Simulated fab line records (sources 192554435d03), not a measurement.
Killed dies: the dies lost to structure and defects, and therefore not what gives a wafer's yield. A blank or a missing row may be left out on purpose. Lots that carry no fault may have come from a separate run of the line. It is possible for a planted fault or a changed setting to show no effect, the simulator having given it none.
Split-lot experiment    flow n5Finfet    7 lots, 39 wafers read, on a route of 1938 steps

== THE SPLIT ==
At N5_HKMG_FIN_DEVELOP_48 (develop time 30 s), the setting developTimeS was moved away from the recipe's 30 s on 18 of the 39 wafers read, by -53.4% to +50.4%. The other wafers ran this setting at the recipe's value.

There is no step in the file separating the split from the reading.

== THE READING ==
At N5_HKMG_FIN_CD_MEAS_49: cdNm in nanometres, against a target cd of 202 nm. Typical for fault-free wafers on this fab line: 201.9 nm, with standard deviation 0.61 nm.

wafer   tool, chamber at the split  developTimeS as run, s  against the recipe  cdNm, nm  against lot-mates on the recipe
L080.1  lithoTrack-04, 0            19.95                   -33.5%              200.3     -1.8
L080.2  lithoTrack-04, 0            19.95                   -33.5%              200.6     -1.5
L080.3  lithoTrack-04, 0            30                      recipe              201.8     -
L080.4  lithoTrack-04, 0            19.95                   -33.5%              200.6     -1.5
L080.5  lithoTrack-04, 0            30                      recipe              202.4     -
L080.6  lithoTrack-04, 0            30                      recipe              202.0     -
L082.2  lithoTrack-04, 0            30                      recipe              201.9     -
L082.5  lithoTrack-04, 0            30                      recipe              200.8     -
L082.6  lithoTrack-04, 0            30                      recipe              201.2     -
L087.1  lithoTrack-02, 0            24.18                   -19.4%              201.7     -0.2
L087.2  lithoTrack-02, 0            30                      recipe              201.9     -
L087.3  lithoTrack-02, 0            30                      recipe              201.2     -
L087.4  lithoTrack-02, 0            24.18                   -19.4%              200.1     -1.8
L087.5  lithoTrack-02, 0            30                      recipe              202.5     -
L087.6  lithoTrack-02, 0            24.18                   -19.4%              200.5     -1.4
L092.1  lithoTrack-02, 0            19.56                   -34.8%              199.8     -2.5
L092.2  lithoTrack-02, 0            19.56                   -34.8%              199.9     -2.4
L092.3  lithoTrack-02, 0            19.56                   -34.8%              200.3     -2.0
L092.4  lithoTrack-02, 0            30                      recipe              201.9     -
L092.5  lithoTrack-02, 0            30                      recipe              202.7     -
L092.6  lithoTrack-02, 0            30                      recipe              202.3     -
L095.1  lithoTrack-02, 0            30                      recipe              202.1     -
L095.2  lithoTrack-02, 0            45.11                   +50.4%              204.5     +2.2
L095.3  lithoTrack-02, 0            45.11                   +50.4%              204.4     +2.1
L095.4  lithoTrack-02, 0            30                      recipe              203.2     -
L095.5  lithoTrack-02, 0            30                      recipe              201.5     -
L095.6  lithoTrack-02, 0            45.11                   +50.4%              203.7     +1.4
L096.1  lithoTrack-02, 0            13.99                   -53.4%              197.7     -4.2
L096.2  lithoTrack-02, 0            30                      recipe              201.8     -
L096.3  lithoTrack-02, 0            30                      recipe              202.0     -
L096.4  lithoTrack-02, 0            30                      recipe              201.9     -
L096.5  lithoTrack-02, 0            13.99                   -53.4%              197.6     -4.3
L096.6  lithoTrack-02, 0            13.99                   -53.4%              198.3     -3.6
L097.1  lithoTrack-02, 0            30                      recipe              201.8     -
L097.2  lithoTrack-02, 0            30                      recipe              202.2     -
L097.3  lithoTrack-02, 0            18.56                   -38.1%              199.5     -2.6
L097.4  lithoTrack-02, 0            18.56                   -38.1%              200.1     -2.0
L097.5  lithoTrack-02, 0            18.56                   -38.1%              199.3     -2.8
L097.6  lithoTrack-02, 0            30                      recipe              202.4     -

THE FIT
A straight line over all 39 wafers: cdNm changes by +0.0573 nm for each +1% of developTimeS; r = +0.93; the points scatter about the line by 0.6 nm.
The same after taking each lot's own level away (the mean of its wafers on the recipe; 39 wafers): +0.0565 nm for each +1%; r = +0.93; scatter 0.56 nm.
Per that fit: largest developTimeS move, reading shift of 3 nm.
Measured against the standard deviation above, the lots' own levels, which go from 201.30 to 202.30 nm, span 1.6 times it.
So the lot-to-lot level changes the slope little: the two slopes agree.
Check: with one of the wafers moved furthest among these (-53.4%) left out of the fit, the line predicts -3.07 nm for it against its lot-mates. It came out at -4.2 nm against them.

== THESE WAFERS: OTHER SPLITS ==
Other splits were also applied to these wafers ahead of the reading. Each is held against what the fit with the lots' levels taken away leaves over:
other split on the same wafers     wafers away from the commonest value  r with cdNm (lot level and that fit taken away)
N5_FIN_SAQP_ALD_61 aldCycles       18                                    -0.02
N5_SD_EPI_N_EPI_21 epiGrowthTimeS  15                                    -0.22

== THE WHOLE CHAIN: every reading that the file lists as answering this split, in the file's order ==
step                    what it does                                            reading                                                               change (the file's fit)                 r (the file's)
N5_HKMG_FIN_CD_MEAS_49  target cd 202 nm                                        cdNm                                                                  +0.0587 nm for each +1% of the setting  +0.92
N5_HKMG_FIN_ETCH_54     etches SiARC in CF4, target depth 45.5 nm, time 75.8 s  HKMG_FIN.cdOffsetNm (the simulator's own value, which no gauge read)  +0.057 nm for each +1% of the setting   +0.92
N5_HKMG_FIN_ETCH_55     etches SOC in N2/H2, target depth 240 nm, time 300 s    HKMG_FIN.cdOffsetNm (the simulator's own value, which no gauge read)  +0.0598 nm for each +1% of the setting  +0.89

== FILE'S OWN FIT ==
cdNm changes by +0.0587 nm for each +1% of developTimeS, r = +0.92.
